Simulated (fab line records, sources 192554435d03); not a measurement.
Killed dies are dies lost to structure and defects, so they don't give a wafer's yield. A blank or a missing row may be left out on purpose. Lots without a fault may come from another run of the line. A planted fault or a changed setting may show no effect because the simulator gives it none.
fab line records | flow n5_finfet
record lots=5 wafers=15 last_day=19
route steps=1938 shown BEOL_M8@1357 PASSIVATION@1936
lots that met no fault: from a run of the same line without faults
start_h: hours from the record's first day to the start of the lot's first wafer shown | wait_h: hours since the lot's step before | " the same as in the row above | L1.1+2: a row that stands for several wafers | - no value, or no start given | * or withheld: withheld | < > ~ a bound
route shown NAME@n: a module of which the file shows steps, and the number in the route of the first | usual: mean/standard deviation of fault-free wafers | same: alike in all rows | chamber/n: place in a boat | sites: the reading at each site | _std_site: their standard deviation | _edge_site: outer sites' mean less inner sites' | radius_mm: how far each site lies from the wafer's centre | mask NAME#n: copy n | behind: the tool/chamber that last shaped the wafer | hold: why the lot was held/for how many hours/how that ended | device: the transistor (n, p or np) that didn't switch | end of line: the same wafers' tests at the end of the route | a step without rows: its recipe alone | killed: dies lost to structure and defects at the first sort, not the wafer's yield | map: a wafer's dies, x killed, . not, _ none there
set.NAME: the setting as run; set.NAME@STEP: as run at that earlier step | model.NAME: the simulator's own value behind a step, which no gauge read
lots at some steps of the route; a table a step, a row a wafer
services: from which hour (start_h, from the record's first day; less than 0 if before it) a tool's chamber was out of use, for how many hours, and why
## steps
# step N5_BEOL_M8_COAT_64
# recipe resist=SiARC temp_c=220 time_s=60 spin_rpm=1500 resist_thk_nm=12
# step N5_BEOL_M8_COAT_71
# recipe resist=underlayer temp_c=205 time_s=60 spin_rpm=1500 resist_thk_nm=5
# step N5_BEOL_M8_COAT_22
# recipe resist=CAR-EUV spin_rpm=1500 resist_thk_nm=30
# step N5_BEOL_M8_EBR_24
# recipe solvent=PGMEA ebr_width_mm=1.5
# step N5_BEOL_M8_SOFTBAKE_23
# recipe temp_c=110 time_s=60 resist=CAR-EUV
# step N5_BEOL_M8_EXPOSE_25
# recipe mask_id=V7 na=0.33 source_shape=annular sigma_inner=0.4 sigma_outer=0.8 polarization=unpolarized target_cd_nm=40 dose_mj=42.5
# step N5_BEOL_M8_PEB_26
# recipe peb_temp_c=100 peb_time_s=60 resist=CAR-EUV
# step N5_BEOL_M8_DEVELOP_27
# recipe develop_time_s=30 developer=TMAH resist=CAR-EUV rinse_liquid=surfactant_rinse dry=air_spin dev_temp_c=23
# step N5_BEOL_M8_CD_MEAS_28
# recipe target_cd_nm=40 landing_energy_ev=500 detector=se_inlens
# usual cd_nm=40.05/0.23
# columns lot.wafer tool chamber start_h wait_h cd_nm
L261.1 cd_sem-02 0 249.75 - 39.78
L261.2 " 0 " " 40.07
L261.4 " 0 " " 40.07
L266.3 cd_sem-03 0 275.52 - 40.21
L266.5 " 0 " " 40.32
L266.6 " 0 " " 40.54
L264.2 cd_sem-01 0 275.56 - 40.31
L264.4 " 0 " " 39.78
L264.5 " 0 " " 40.09
L276.4 cd_sem-02 0 346.07 - 39.94
L276.5 " 0 " " 39.86
L276.6 " 0 " " 39.98
L281.1 cd_sem-02 0 376.71 - 40.07
L281.2 " 0 " " 40.10
L281.6 " 0 " " 40.15
# step N5_BEOL_M8_OVL_MEAS_29
# recipe points_per_wafer=522
# usual V7_OVL=-0.3/0.63
# same points_per_wafer=522
# columns lot.wafer tool chamber start_h wait_h V7_OVL[nm]
L261.1 overlay-01 0 249.78 0.0 0.0
L261.2 " 0 " " -0.6
L261.4 " 0 " " -0.7
L266.3 overlay-01 0 275.56 0.0 -1.5
L266.5 " 0 " " -0.5
L266.6 " 0 " " -1.2
L264.2 overlay-01 0 275.60 0.0 0.4
L264.4 " 0 " " 1.0
L264.5 " 0 " " 0.1
L276.4 overlay-01 0 346.12 0.0 -0.4
L276.5 " 0 " " -0.2
L276.6 " 0 " " -0.5
L281.1 overlay-01 0 376.74 0.0 -0.7
L281.2 " 0 " " -1.0
L281.6 " 0 " " -1.1
# step N5_BEOL_M8_INSPECT_30
# recipe mode=adi inspect_instrument=brightfield
# usual raw_defect_count=413/77
# columns lot.wafer tool chamber start_h wait_h raw_defect_count
L261.1 defect_inspect-01 - 249.84 0.1 322
L261.2 " - " " 295
L261.4 " - " " 461
L266.3 defect_inspect-02 - 275.61 0.0 402
L266.5 " - " " 415
L266.6 " - " " 408
L264.2 defect_inspect-02 - 275.65 0.0 375
L264.4 " - " " 420
L264.5 " - " " 428
L276.4 defect_inspect-01 - 346.16 0.0 388
L276.5 " - " " 363
L276.6 " - " " 419
L281.1 defect_inspect-01 - 376.79 0.1 375
L281.2 " - " " 369
L281.6 " - " " 379
# step N5_BEOL_M8_DESCUM_33
# recipe chemistry=O2 time_s=7 source_power_w=50 bias_power_w=20 pressure_mtorr=20 rf_frequency_hz=2.712e+07 temp_c=40 resist=CAR-EUV o2_flow_sccm=225
# usual drypump_motor_current_A=5.7/0.37 oes_product_au=0.82/0.087 rf_vpp_V=242.8/1.7 showerhead_plenum_p_Torr=2.07/0.1 throttle_valve_pct=20.49/0.18
# columns lot.wafer tool chamber start_h wait_h drypump_motor_current_A oes_product_au rf_hours_counter_h rf_vpp_V showerhead_plenum_p_Torr throttle_valve_pct
L261.1 rie_diel-05 1 249.87 0.0 5.4 0.85 75 243.6 2.13 20.75
L261.2 " 0 " " 5.4 0.98 2 243.1 2.08 20.45
L261.4 " 3 " " 4.9 0.84 72 245.3 2.21 20.43
L266.3 rie_diel-04 2 275.64 0.0 6.0 0.82 80 241.6 2.02 20.40
L266.5 " 2 " " 6.0 0.82 - 242.2 2.02 20.39
L266.6 " 3 " " 6.4 0.98 - 242.7 2.06 20.52
L264.2 rie_diel-03 3 275.68 0.0 5.5 0.92 17 244.2 2.16 20.33
L264.4 " 1 " " 5.8 0.89 30 243.3 2.13 20.14
L264.5 " 2 " " 5.6 0.69 - 244.3 2.08 20.52
L276.4 rie_diel-04 2 346.20 0.0 6.0 0.80 104 241.5 2.01 20.42
L276.5 " 3 " " 6.5 0.91 - 242.1 2.05 20.56
L276.6 " 0 " " 6.2 0.80 - 245.0 2.19 20.65
L281.1 rie_diel-03 0 377.19 0.4 5.7 0.69 237 240.4 1.89 20.66
L281.2 " 2 " " 5.6 0.67 243 242.8 2.07 20.57
L281.6 " 0 " " 5.7 0.69 - 239.5 1.89 20.66
# step N5_BEOL_M8_ETCH_72
# recipe chemistry=N2/H2 target=underlayer target_depth_a=65 mask_material=CAR-EUV time_s=5.2 ion_energy_ev=200 pressure_mtorr=30 source_w=840 bias_w=150 n2_flow_sccm=200 h2_flow_sccm=200 ends=cleared
# usual drypump_motor_current_A=5.7/0.37 etch_rf_on_time_s=5.15/0.13 h2_flow_sccm=199.9/0.6 oes_product_au=0.70/0.074 rf_vpp_V=523/3.5 showerhead_plenum_p_Torr=2.51/0.11 throttle_valve_pct=17.92/0.25
# columns lot.wafer tool chamber start_h wait_h drypump_motor_current_A etch_rf_on_time_s h2_flow_sccm oes_product_au rf_hours_counter_h rf_vpp_V showerhead_plenum_p_Torr throttle_valve_pct
L261.1 rie_diel-05 1 249.91 0.0 5.5 5.00 199.2 0.72 75 525 2.58 18.13
L261.2 " 0 " " 5.4 5.07 200.1 0.83 2 523 2.50 17.66
L261.4 " 3 " " 4.9 5.31 199.3 0.72 72 528 2.69 17.96
L266.3 rie_diel-04 2 275.67 0.0 6.0 5.12 199.7 0.71 80 522 2.46 17.91
L266.5 " 2 " " 5.9 5.09 199.7 0.72 - 522 2.46 17.90
L266.6 " 3 " " 6.5 5.14 199.6 0.84 - 523 2.50 17.97
L264.2 rie_diel-03 3 275.72 0.0 5.5 5.11 200.1 0.77 17 525 2.59 17.53
L264.4 " 1 " " 5.8 4.94 220.3 0.77 30 525 2.65 18.26
L264.5 " 2 " " 5.6 5.35 200.0 0.58 - 521 2.50 17.77
L276.4 rie_diel-04 2 346.23 0.0 6.0 5.18 200.3 0.68 104 520 2.45 17.92
L276.5 " 3 " " 6.5 5.20 200.7 0.78 - 523 2.49 17.97
L276.6 " 0 " " 6.1 5.08 200.2 0.69 - 529 2.68 18.22
L281.1 rie_diel-03 0 377.23 0.0 5.7 5.37 200.5 0.58 237 515 2.32 18.23
L281.2 " 2 " " 5.6 5.32 200.5 0.57 243 521 2.49 17.83
L281.6 " 0 " " 5.7 5.27 200.8 0.58 - 517 2.32 18.24
# step N5_BEOL_M8_ETCH_65
# recipe chemistry=CF4 target=SiARC target_depth_a=156 mask_material=CAR-EUV time_s=26 ion_energy_ev=80 pressure_mtorr=40 source_w=545 bias_w=36 Ar_flow_sccm=100 cf4_flow_sccm=100 ends=cleared
# usual drypump_motor_current_A=5.7/0.37 etch_rf_on_time_s=25.8/0.63 oes_product_au=0.70/0.075 rf_vpp_V=183.8/1.3 showerhead_plenum_p_Torr=2.12/0.096 throttle_valve_pct=15.63/0.23
# columns lot.wafer tool chamber start_h wait_h drypump_motor_current_A etch_rf_on_time_s oes_product_au rf_hours_counter_h rf_vpp_V showerhead_plenum_p_Torr throttle_valve_pct
L261.1 rie_diel-05 1 249.92 0.0 5.5 25.6 0.71 75 183.1 2.17 15.82
L261.2 " 0 " " 5.4 24.8 0.85 2 184.2 2.09 15.35
L261.4 " 3 " " 4.9 26.2 0.71 72 187.4 2.25 15.50
L266.3 rie_diel-04 2 275.69 0.0 6.0 25.4 0.71 80 182.6 2.08 15.62
L266.5 " 2 " " 6.0 25.5 0.71 - 183.5 2.08 15.63
L266.6 " 3 " " 6.5 25.3 0.84 - 183.2 2.10 15.61
L264.2 rie_diel-03 3 275.73 0.0 5.5 25.5 0.78 17 183.9 2.20 15.45
L264.4 " 1 " " 5.8 25.5 0.76 30 184.3 2.18 15.26
L264.5 " 2 " " 5.6 27.3 0.59 - 182.9 2.13 15.69
L276.4 rie_diel-04 2 346.25 0.0 5.9 25.8 0.68 104 182.4 2.07 15.68
L276.5 " 3 " " 6.4 25.7 0.79 - 184.1 2.09 15.64
L276.6 " 0 " " 6.2 25.7 0.68 - 184.8 2.27 15.97
L281.1 rie_diel-03 0 377.25 0.0 5.8 26.6 0.59 237 182.1 1.95 15.98
L281.2 " 2 " " 5.6 26.7 0.57 243 184.0 2.12 15.75
L281.6 " 0 " " 5.8 26.6 0.59 - 181.0 1.95 15.96
# step N5_PASSIVATION_PROBE_49
# usual defect_limited_yield=91.0/1.4 killed_at_M0_to_M3=36/10 killed_at_M4_up=15/5 killed_at_contacts=12/6.1 killed_at_front_end=40/13 killed_at_other=3.8/2.9 killed_dies=106/16 killed_open=68/12 killed_short=35/8.2 sort_bin_5_function=5.2/0.9 sort_bin_6_memory=3.4/0.71 sort_bin_8_speed=0.0/0.46 sort_n_pass=1073/17 sort_yield_pct=91.0/1.5
# same gross_dies=1180 killed_at_back_side=0 sort_bin_4_leakage[%]=0
# columns lot.wafer tool chamber start_h wait_h defect_limited_yield[%] killed_at_M0_to_M3 killed_at_M4_up killed_at_contacts killed_at_front_end killed_at_other killed_dies killed_open killed_short sort_bin_5_function[%] sort_bin_6_memory[%] sort_bin_8_speed[%] sort_n_pass sort_yield_pct[%]
L261.1 prober-01 - 335.47 0.0 89.4 54 24 9 35 3 125 71 45 6.2 3.0 0 1055 89.4
L261.2 prober-01 - 335.52 0.1 91.9 23 15 12 39 6 95 60 31 4.3 3.4 0 1085 91.9
L261.4 prober-01 - 335.62 0.2 91.1 35 10 16 35 9 105 64 34 5.1 3.1 0 1075 91.1
L266.3 prober-01 - 355.64 0.1 91.9 38 12 10 35 0 95 64 30 5.5 2.2 0 1085 91.9
L266.5 prober-01 - 355.74 0.2 93.1 18 9 23 29 3 82 51 27 4.3 2.5 0 1098 93.1
L266.6 prober-01 - 355.79 0.3 93.1 19 13 14 35 0 81 48 29 4.4 2.1 0 1099 93.1
L264.2 prober-01 - 375.73 0.3 91.7 33 9 0 54 2 98 65 32 5.1 2.9 0 1082 91.7
L264.4 prober-01 - 375.83 0.4 91.1 27 15 6 48 9 105 69 25 4.6 3.3 0 1075 91.1
L264.5 prober-01 - 375.88 0.4 89.4 35 25 4 54 7 125 71 46 5.5 4.0 0.1 1054 89.3
L276.4 prober-01 - 413.02 0.2 88.1 57 14 14 51 4 140 94 45 8.6 3.0 0 1040 88.1
L276.5 prober-01 - 413.07 0.2 90.8 42 24 10 29 4 109 65 37 4.7 4.1 0 1071 90.8
L276.6 prober-01 - 413.12 0.3 91.2 24 7 13 53 7 104 72 30 5.0 3.4 0 1076 91.2
L281.1 prober-02 - 452.82 0.0 92.5 29 11 6 39 4 89 56 30 4.1 3.3 0 1091 92.5
L281.2 prober-02 - 452.87 0.1 91.9 47 13 0 34 1 95 53 33 3.6 3.3 0 1085 91.9
L281.6 prober-02 - 453.07 0.3 91.2 36 14 9 35 10 104 60 39 5.4 2.8 0 1076 91.2
# killed by level:class
L261.1 BEOL_M0_SAQP:geometric_particle:open=18 BEOL_M0_SAQP:geometric_particle:short=16 BEOL_M4:geometric_particle:open=14 FIN_SAQP:geometric_particle:short=11 BEOL_M3:geometric_particle:open=7 BEOL_M2:geometric_particle:open=6 FIN_SAQP:geometric_particle:open=5 MOL_CONTACT_COAG:geometric_particle:open=5
L261.2 BEOL_M0_SAQP:geometric_particle:open=8 FIN_SAQP:geometric_particle:open=8 STI_FIN_REVEAL:geometric_particle:open=8 MOL_CONTACT_COAG:geometric_particle:open=8 FIN_SAQP:geometric_particle:short=7 BEOL_M2:geometric_particle:open=7 BEOL_M0_SAQP:geometric_particle:short=5 STARTING-WAFER:geometric_particle:open=5
L261.4 FIN_SAQP:geometric_particle:short=10 MOL_CONTACT_COAG:geometric_particle:open=9 FIN_SAQP:geometric_particle:open=8 BEOL_M0_SAQP:geometric_particle:open=7 BEOL_M3:geometric_particle:open=7 MOL_CONTACT_COAG:geometric_particle:short=6 STI_FIN_REVEAL:geometric_particle:open=5 BEOL_M0_SAQP:geometric_particle:short=5
L266.3 MOL_CONTACT_COAG:geometric_particle:open=9 BEOL_M2:geometric_particle:open=9 BEOL_M0_SAQP:geometric_particle:short=8 DUMMY_GATE:geometric_particle:open=7 FIN_SAQP:geometric_particle:open=6 BEOL_M0_SAQP:geometric_particle:open=5 BEOL_M1:geometric_particle:open=5 BEOL_M2:geometric_particle:short=5
L266.5 MOL_CONTACT_COAG:geometric_particle:open=19 FIN_SAQP:geometric_particle:short=8 BEOL_M1:geometric_particle:open=6 BEOL_M0_SAQP:geometric_particle:short=5 MOL_CONTACT_COAG:geometric_particle:short=4 STARTING-WAFER:geometric_particle:open=4 FIN_SAQP:geometric_particle:open=3 BEOL_M4:geometric_particle:open=3
L266.6 MOL_CONTACT_COAG:geometric_particle:open=11 FIN_SAQP:geometric_particle:short=10 FIN_SAQP:geometric_particle:open=9 BEOL_M0_SAQP:geometric_particle:short=6 BEOL_M0_SAQP:geometric_particle:open=6 STI_FIN_REVEAL:geometric_particle:open=4 DUMMY_GATE:geometric_particle:open=4 MOL_CONTACT_COAG:geometric_particle:short=3
L264.2 STI_FIN_REVEAL:geometric_particle:open=29 BEOL_M0_SAQP:geometric_particle:short=8 BEOL_M1:geometric_particle:open=6 DUMMY_GATE:geometric_particle:open=5 BEOL_M0_SAQP:geometric_particle:open=5 FIN_SAQP:geometric_particle:short=4 BEOL_M1:geometric_particle:short=4 STI_FIN_REVEAL:geometric_particle:short=3
L264.4 STI_FIN_REVEAL:geometric_particle:open=12 HKMG_FIN:area_etch=10 BEOL_M0_SAQP:geometric_particle:short=7 BEOL_M4:geometric_particle:open=7 BEOL_M3:geometric_particle:open=6 DUMMY_GATE:geometric_particle:open=5 BEOL_M2:geometric_particle:open=5 FIN_SAQP:geometric_particle:open=3
L264.5 FIN_SAQP:geometric_particle:short=11 BEOL_M4:geometric_particle:open=11 STI_FIN_REVEAL:geometric_particle:open=10 BEOL_M0_SAQP:geometric_particle:open=8 BEOL_M2:geometric_particle:open=8 HKMG_FIN:area_etch=8 BEOL_M0_SAQP:geometric_particle:short=6 BEOL_M1:geometric_particle:open=6
L276.4 FIN_SAQP:geometric_particle:open=18 BEOL_M0_SAQP:geometric_particle:short=15 BEOL_M0_SAQP:geometric_particle:open=15 FIN_SAQP:geometric_particle:short=13 BEOL_M2:geometric_particle:open=11 MOL_CONTACT_COAG:geometric_particle:open=10 BEOL_M1:geometric_particle:open=9 STI_FIN_REVEAL:geometric_particle:open=6
L276.5 BEOL_M0_SAQP:geometric_particle:open=13 BEOL_M0_SAQP:geometric_particle:short=13 MOL_CONTACT_COAG:geometric_particle:open=9 BEOL_M4:geometric_particle:open=8 FIN_SAQP:geometric_particle:short=6 BEOL_M1:geometric_particle:open=6 FIN_SAQP:geometric_particle:open=5 BEOL_M6:geometric_particle:open=5
L276.6 FIN_SAQP:geometric_particle:short=12 FIN_SAQP:geometric_particle:open=12 MOL_CONTACT_COAG:geometric_particle:open=11 BEOL_M0_SAQP:geometric_particle:open=10 DUMMY_GATE:geometric_particle:open=7 BEOL_M3:geometric_particle:open=6 GATE_CUT:geometric_particle:open=5 STI_FIN_REVEAL:geometric_particle:open=4
L281.1 FIN_SAQP:geometric_particle:open=9 BEOL_M0_SAQP:geometric_particle:open=7 BEOL_M0_SAQP:geometric_particle:short=7 BEOL_M2:geometric_particle:open=6 MOL_CONTACT_COAG:geometric_particle:open=5 STI_FIN_REVEAL:geometric_particle:open=5 BEOL_M3:geometric_particle:open=5 GATE_CUT:geometric_particle:short=4
L281.2 BEOL_M0_SAQP:geometric_particle:short=13 BEOL_M0_SAQP:geometric_particle:open=11 FIN_SAQP:geometric_particle:open=8 BEOL_M2:geometric_particle:open=8 DUMMY_GATE:geometric_particle:open=6 HKMG_FIN:area_etch=6 BEOL_M1:geometric_particle:open=4 BEOL_M3:geometric_particle:short=4
L281.6 BEOL_M0_SAQP:geometric_particle:open=10 BEOL_M4:geometric_particle:open=7 GATE_CUT:geometric_particle:short=6 BEOL_M0_SAQP:geometric_particle:short=6 BEOL_M2:geometric_particle:open=6 BEOL_M3:geometric_particle:open=6 STI_FIN_REVEAL:geometric_particle:open=5 MOL_CONTACT_COAG:geometric_particle:open=5
## services
# columns tool chamber start_h hours kind
rie_diel-04 3 232.80 - clean
rie_diel-04 3 232.80 - consumable_replace:focus_ring
rie_diel-04 3 232.80 26.5 scheduled_down
rie_diel-04 3 232.80 26.5 vent_cycle
rie_diel-05 0 275.61 2.2 repair
rie_diel-03 1 288.45 4.6 repair
rie_diel-04 3 291.79 3.6 repair
rie_diel-05 - 363.83 2.8 pm
rie_diel-03 2 368.27 3.8 repair
rie_diel-05 2 368.47 3.1 repair
rie_diel-04 1 370.42 22.5 repair
## key
first_sign step=N5_BEOL_M8_ETCH_72 reading=h2_flow_sccm direction=up sigmas=34 usual=199.9 struck=220.3
effect none on later readings
met_at N5_BEOL_M8_ETCH_72
struck_wafers L264.4
baseline_loss step=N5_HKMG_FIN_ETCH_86 wafers=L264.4
fault kind=process_parameter_drift tool=rie_diel-03 chamber=1 onset_h=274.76 steps=N5_BEOL_M8_ETCH_72 channel=h2_flow_sccm offset=20 shape=step end_h=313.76 acts_in=these_recipes_only stated=200
# baseline_loss: these wafers lose ten dies or more at that step, a loss of the line's own and not of a fault; the sort's usual values leave them out
